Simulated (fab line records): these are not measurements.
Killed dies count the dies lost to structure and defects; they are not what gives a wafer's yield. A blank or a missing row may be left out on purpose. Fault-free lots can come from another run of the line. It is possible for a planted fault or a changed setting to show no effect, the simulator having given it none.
The tool behind it: which one? -- flow nand harc -- Sampling: 24 lots, 72 wafers, 6 of 1302 route steps

WHAT EACH GAUGE READ, for each wafer
NHARC_A_STAIRCASE_INSPECT_155.
lot,measured,on,raw defect count
L074,day 19 00:53,defect inspect-01,433 400 284
L075,day 19 14:03,defect inspect-02,320 359 351
L078,day 20 10:11,defect inspect-01,442 355 800
L077,day 20 12:38,defect inspect-01,994 542 574
L076,day 20 12:43,defect inspect-01,556 366 363
L079,day 20 10:16,defect inspect-02,453 373 350
L080,day 21 13:31,defect inspect-01,360 354 374
L082,day 22 04:42,defect inspect-01,372 464 569
L081,day 22 04:38,defect inspect-01,758 441 877
L085,day 23 16:55,defect inspect-02,488 966 347
L083,day 23 23:32,defect inspect-02,371 384 377
L086,day 23 23:47,defect inspect-02,381 546 515
L084,day 23 23:41,defect inspect-01,403 275 284
L087,day 24 14:34,defect inspect-01,351 356 359
L088,day 24 19:16,defect inspect-02,451 377 302
L089,day 25 01:47,defect inspect-02,966 618 644
L090,day 26 02:09,defect inspect-01,306 445 315
L091,day 26 09:43,defect inspect-01,658 566 508
L092,day 26 09:59,defect inspect-01,365 451 326
L093,day 27 05:50,defect inspect-02,382 332 602
L094,day 27 16:14,defect inspect-02,347 221 350
L095,day 27 16:04,defect inspect-02,432 314 331
L096,day 28 00:16,defect inspect-01,334 289 394
L097,day 29 02:14,defect inspect-01,281 330 320

NHARC_A_SGD_CUT_THK_MEAS_22: measures by ellipsometry.
lot,measured,on,thk nm (nm)
L074,day 19 06:58,film metro-01,146.9 148.5 150.3
L075,day 19 23:32,film metro-02,150.2 149.6 149.9
L078,day 20 17:30,film metro-01,148.6 148.8 149.3
L077,day 20 17:39,film metro-01,145.9 145.6 148.2
L076,day 20 20:37,film metro-02,148.6 148.2 147.0
L079,day 20 17:30,film metro-02,146.1 147.2 146.4
L080,day 21 23:08,film metro-02,146.8 146.9 145.5
L082,day 22 11:40,film metro-01,148.0 146.5 146.8
L081,day 22 11:40,film metro-02,149.2 147.1 149.2
L085,day 24 03:05,film metro-01,149.1 147.0 149.5
L083,day 24 06:37,film metro-01,150.4 148.1 148.7
L086,day 24 06:46,film metro-01,149.3 147.9 151.2
L084,day 24 06:37,film metro-02,151.2 148.8 147.1
L087,day 24 21:42,film metro-02,149.6 146.5 146.5
L088,day 25 03:40,film metro-02,148.6 147.2 148.5
L089,day 25 08:48,film metro-01,148.1 148.5 147.9
L090,day 26 09:38,film metro-01,148.3 147.9 150.0
L091,day 26 18:34,film metro-02,149.6 148.1 149.6
L092,day 26 18:34,film metro-02,150.7 148.9 150.1
L093,day 27 12:53,film metro-01,146.9 148.6 146.7
L094,day 27 23:04,film metro-02,151.9 150.8 150.7
L095,day 27 23:04,film metro-01,149.6 148.4 147.7
L096,day 28 07:14,film metro-02,151.7 149.9 150.7
L097,day 29 11:32,film metro-02,147.4 149.9 146.8

TOOL THAT RAN EACH LOT (tool first, then ch and the chambers of the sampled wafers, then the start)
lot,NHARC_A_STAIRCASE_DEP_325,NHARC_A_STAIRCASE_ETCH_444,NHARC_A_SGD_CUT_ETCH_16,NHARC_A_SGD_CUT_CMP_21
L074,"pecvd-04 ch 0,1, day 18 08:47","rie diel-02 ch 0,1,2, day 18 17:58","rie diel-12 ch 0,3, day 19 06:44 or earlier","cmp-01 ch 0,2,3, day 19 06:44"
L075,"pecvd-01 ch 1,2, day 18 21:33","rie diel-03 ch 0,2,3, day 19 07:43","rie diel-13 ch 1,2,3, day 19 23:18 or earlier","cmp-03 ch 0,3, day 19 23:18"
L078,"pecvd-02 ch 1,2, day 19 17:18","rie diel-02 ch 2,3, day 20 02:50","rie diel-13 ch 0,3, day 20 17:17 or earlier","cmp-01 ch 0,1,2, day 20 17:17"
L077,"pecvd-04 ch 0,2, day 19 17:23","rie diel-02 ch 0,1,3, day 20 05:38","rie diel-12 ch 1,2, day 20 17:25 or earlier","cmp-03 ch 0,1, day 20 17:25"
L076,"pecvd-01 ch 0,1, day 19 17:28","rie diel-05 ch 0,1, day 20 05:39","rie diel-07 ch 0,1, day 20 15:01","cmp-01 ch 0,1,2, day 20 20:22"
L079,"pecvd-04 ch 0,1,2, day 19 18:04","rie diel-05 ch 0,2,3, day 20 03:44","rie diel-07 ch 0,1,3, day 20 17:16 or earlier","cmp-03 ch 2,3, day 20 17:16"
L080,"pecvd-01 ch 0,1,2, day 20 20:46","rie diel-05 ch 2,3, day 21 06:34","rie diel-12 ch 0,1, day 21 22:54 or earlier","cmp-04 ch 0,2, day 21 22:54"
L082,"pecvd-04 ch 0,2, day 21 13:05","rie diel-02 ch 1,2,3, day 21 21:32","rie diel-07 ch 0,1,2, day 22 11:25 or earlier","cmp-04 ch 0,1,2, day 22 11:25"
L081,"pecvd-02 ch 0,1,2, day 21 13:17","rie diel-03 ch 0,1,3, day 21 22:01","rie diel-13 ch 0,1, day 22 11:26 or earlier","cmp-01 ch 1,2,3, day 22 11:26"
L085,"pecvd-02 ch 0,1, day 23 02:04","rie diel-05 ch 1,2, day 23 09:56","rie diel-12 ch 1,3, day 24 02:50 or earlier","cmp-01 ch 0,1,2, day 24 02:50"
L083,"pecvd-01 ch 1,2, day 23 06:10","rie diel-03 ch 0,1,2, day 23 16:58","rie diel-07 ch 0,1,3, day 24 06:23 or earlier","cmp-01 ch 0,2,3, day 24 06:23"
L086,"pecvd-04 ch 0,2, day 23 06:11","rie diel-05 ch 1,2, day 23 17:10","rie diel-13 ch 0,1,2, day 24 06:34 or earlier","cmp-01 ch 1,2,3, day 24 06:34"
L084,"pecvd-02 ch 0,1,2, day 23 06:16","rie diel-02 ch 0,2,3, day 23 16:35","rie diel-13 ch 0,1, day 24 06:22 or earlier","cmp-04 ch 0,1,2, day 24 06:22"
L087,"pecvd-01 ch 0,1, day 23 21:55","rie diel-05 ch 0,1,2, day 24 07:52","rie diel-13 ch 1,2, day 24 21:28 or earlier","cmp-03 ch 2,3, day 24 21:28"
L088,"pecvd-01 ch 0,1, day 24 03:48","rie diel-03 ch 0,1,3, day 24 12:19","rie diel-13 ch 0,2, day 25 03:26 or earlier","cmp-04 ch 0,1,3, day 25 03:26"
L089,"pecvd-02 ch 1,2, day 24 09:52","rie diel-05 ch 0,3, day 24 19:07","rie diel-13 ch 0,1, day 25 08:32 or earlier","cmp-03 ch 0,2,3, day 25 08:32"
L090,"pecvd-04 ch 0,1,2, day 25 07:36","rie diel-02 ch 2,3, day 25 19:37","rie diel-07 ch 1,2,3, day 26 09:24 or earlier","cmp-01 ch 1,2, day 26 09:24"
L091,"pecvd-01 ch 0,2, day 25 16:37","rie diel-02 ch 1,2, day 26 02:40","rie diel-13 ch 1,2, day 26 18:21 or earlier","cmp-01 ch 1,2,3, day 26 18:21"
L092,"pecvd-04 ch 0,1, day 25 16:42","rie diel-03 ch 0,2,3, day 26 03:23","rie diel-07 ch 0,1,2, day 26 18:18 or earlier","cmp-04 ch 0,2,3, day 26 18:18"
L093,"pecvd-01 ch 0,1, day 26 14:46","rie diel-03 ch 0,1, day 26 23:22","rie diel-07 ch 0,1,3, day 27 12:38 or earlier","cmp-04 ch 0,1, day 27 12:38"
L094,"pecvd-02 ch 0,1,2, day 26 19:24","rie diel-03 ch 0,2, day 27 09:07","rie diel-07 ch 2,3, day 27 22:49 or earlier","cmp-04 ch 2,3, day 27 22:49"
L095,"pecvd-04 ch 0,1,2, day 26 19:41","rie diel-05 ch 0,1,3, day 27 10:23","rie diel-12 ch 0,1,2, day 27 22:52 or earlier","cmp-03 ch 0,1,3, day 27 22:52"
L096,"pecvd-02 ch 0,2, day 27 09:21","rie diel-05 ch 0,1,3, day 27 18:10","rie diel-12 ch 0,1,2, day 28 06:58 or earlier","cmp-01 ch 2,3, day 28 06:58"
L097,"pecvd-01 ch 0,1,2, day 28 10:22","rie diel-02 ch 1,3, day 28 19:09","rie diel-12 ch 2,3, day 29 11:19 or earlier","cmp-01 ch 0,3, day 29 11:19"
- NHARC_A_STAIRCASE_DEP_325: deposits SiO2, target thk 7200 nm.
- NHARC_A_STAIRCASE_ETCH_444: etches the open film in C4F8/O2, target depth 20400 nm, time 6800 s.
- NHARC_A_SGD_CUT_ETCH_16: etches the open film in C4F8/O2/Ar, target depth 310.5 nm, time 155.2 s.
- NHARC_A_SGD_CUT_CMP_21: polishes, target thk 148.19 nm.

AS READ BY THE TOOLS THEMSELVES (means over the sampled wafers that have a number; for cases with no such wafer, the mark the record gives instead)
NHARC_A_STAIRCASE_DEP_325.
lot,tool,heater power w (W),rf fwd power W (W)
L074,pecvd-04,578,498.4
L075,pecvd-01,592,500.9
L078,pecvd-02,627,499.4
L077,pecvd-04,657,498.0
L076,pecvd-01,656,498.4
L079,pecvd-04,587,501.6
L080,pecvd-01,604,498.5
L082,pecvd-04,708,498.2
L081,pecvd-02,573,499.7
L085,pecvd-02,642,498.3
L083,pecvd-01,624,500.2
L086,pecvd-04,672,500.0
L084,pecvd-02,595,499.1
L087,pecvd-01,633,499.5
L088,pecvd-01,574,500.6
L089,pecvd-02,599,500.2
L090,pecvd-04,583,498.8
L091,pecvd-01,704,502.2
L092,pecvd-04,605,500.3
L093,pecvd-01,583,500.8
L094,pecvd-02,613,498.9
L095,pecvd-04,587,500.7
L096,pecvd-02,597,499.7
L097,pecvd-01,665,499.8

NHARC_A_STAIRCASE_ETCH_444.
lot,tool,bias w (W),oes product au (a.u.),rf fwd power W (W),rf vpp V (V)
L074,rie diel-02,1000.2,0.958,600.5,805
L075,rie diel-03,999.7,0.909,599.1,804
L078,rie diel-02,1000.2,0.951,599.7,802
L077,rie diel-02,1000.4,0.934,600.9,806
L076,rie diel-05,998.1,0.917,599.3,803
L079,rie diel-05,1001.9,0.921,600.9,803
L080,rie diel-05,999.9,0.925,598.2,804
L082,rie diel-02,1001.0,0.927,600.0,803
L081,rie diel-03,1002.0,0.924,600.4,808
L085,rie diel-05,1000.5,0.930,599.6,806
L083,rie diel-03,999.1,0.922,599.1,805
L086,rie diel-05,999.8,0.918,600.8,806
L084,rie diel-02,999.1,0.935,599.7,804
L087,rie diel-05,999.2,0.917,601.6,804
L088,rie diel-03,1002.4,0.922,600.8,808
L089,rie diel-05,1001.6,0.921,600.2,804
L090,rie diel-02,1001.0,0.973,601.2,803
L091,rie diel-02,997.5,0.961,600.6,801
L092,rie diel-03,997.9,0.925,599.5,805
L093,rie diel-03,1000.6,0.924,598.9,808
L094,rie diel-03,1001.8,0.922,598.5,804
L095,rie diel-05,1001.2,0.952,602.0,811
L096,rie diel-05,1001.8,0.919,600.3,810
L097,rie diel-02,1000.0,0.926,600.7,803

NHARC_A_SGD_CUT_ETCH_16.
lot,tool,bias w (W),oes product au (a.u.),rf fwd power W (W),rf vpp V (V)
L074,rie diel-12,799.1,0.974,598.3,722
L075,rie diel-13,799.5,0.972,597.7,723
L078,rie diel-13,802.5,0.968,597.9,722
L077,rie diel-12,799.7,0.975,597.2,725
L076,rie diel-07,796.2,0.971,597.6,717
L079,rie diel-07,801.4,0.973,598.2,717
L080,rie diel-12,801.1,0.991,597.7,720
L082,rie diel-07,801.1,0.962,598.2,717
L081,rie diel-13,801.6,0.982,596.9,721
L085,rie diel-12,798.7,0.975,596.0,726
L083,rie diel-07,802.0,0.968,599.8,717
L086,rie diel-13,800.9,0.973,599.1,723
L084,rie diel-13,798.9,0.950,596.8,724
L087,rie diel-13,798.9,0.970,594.9,722
L088,rie diel-13,797.4,0.985,596.9,726
L089,rie diel-13,803.3,0.940,600.3,721
L090,rie diel-07,799.5,0.945,596.6,717
L091,rie diel-13,801.5,0.965,597.9,722
L092,rie diel-07,799.5,0.979,597.2,717
L093,rie diel-07,799.7,0.933,597.5,717
L094,rie diel-07,801.3,0.965,597.6,717
L095,rie diel-12,797.5,0.969,596.6,722
L096,rie diel-12,800.3,0.963,596.5,722
L097,rie diel-12,800.0,0.972,598.8,728

NHARC_A_SGD_CUT_CMP_21.
lot,tool,motor current A (A),retaining ring pressure frac,slurry filter dp kPa (kPa),time to endpoint s (s)
L074,cmp-01,13.1,1.000,13.54,50
L075,cmp-03,13.7,1.005,13.56,53
L078,cmp-01,12.9,1.004,13.59,49
L077,cmp-03,12.1,0.999,13.53,46
L076,cmp-01,12.4,0.998,13.63,51
L079,cmp-03,13.8,1.003,13.48,50
L080,cmp-04,11.4,1.001,13.43,47
L082,cmp-04,11.2,0.997,13.56,49
L081,cmp-01,13.1,1.002,13.58,49
L085,cmp-01,13.0,0.999,13.59,51
L083,cmp-01,13.2,1.003,13.56,55
L086,cmp-01,12.8,0.997,13.49,50
L084,cmp-04,11.4,1.003,13.55,53
L087,cmp-03,12.7,0.995,13.43,51
L088,cmp-04,11.0,1.000,13.57,53
L089,cmp-03,12.4,1.000,13.51,49
L090,cmp-01,12.7,0.995,13.47,48
L091,cmp-01,12.8,1.004,13.59,52
L092,cmp-04,11.4,0.997,13.65,56
L093,cmp-04,10.0,1.004,13.37,53
L094,cmp-04,12.3,1.001,13.47,55
L095,cmp-03,13.0,1.001,13.51,49
L096,cmp-01,13.4,1.002,13.54,54
L097,cmp-01,13.5,0.997,13.42,52

THE ANSWER, worked out from the rows above alone
Rule: the usual values come from the lots themselves. The widest of any qualifying gaps counts: lots, ordered by their means at a reading, are off when they make up no more than a third of the lots, leave a main group of 4 or more, and stand apart from it by 3 or more times the standard deviation of that group's means. If all means in a main group match to the digits the tables above print for the reading, that group is not used. A lot without any number at a reading at which 4 lots or more have one is off too. Any other lot the step has rows for is counted as sound. First the gauges in route order, then the tools' own readings, where a lot's mean is used as printed above. The first step at which some lot is off is used, and at that step the reading that is off furthest; a lot without a number counts as furthest.
No lot is off at any reading shown: from this, nothing can be told.

WHAT THE SIMULATOR PUT IN
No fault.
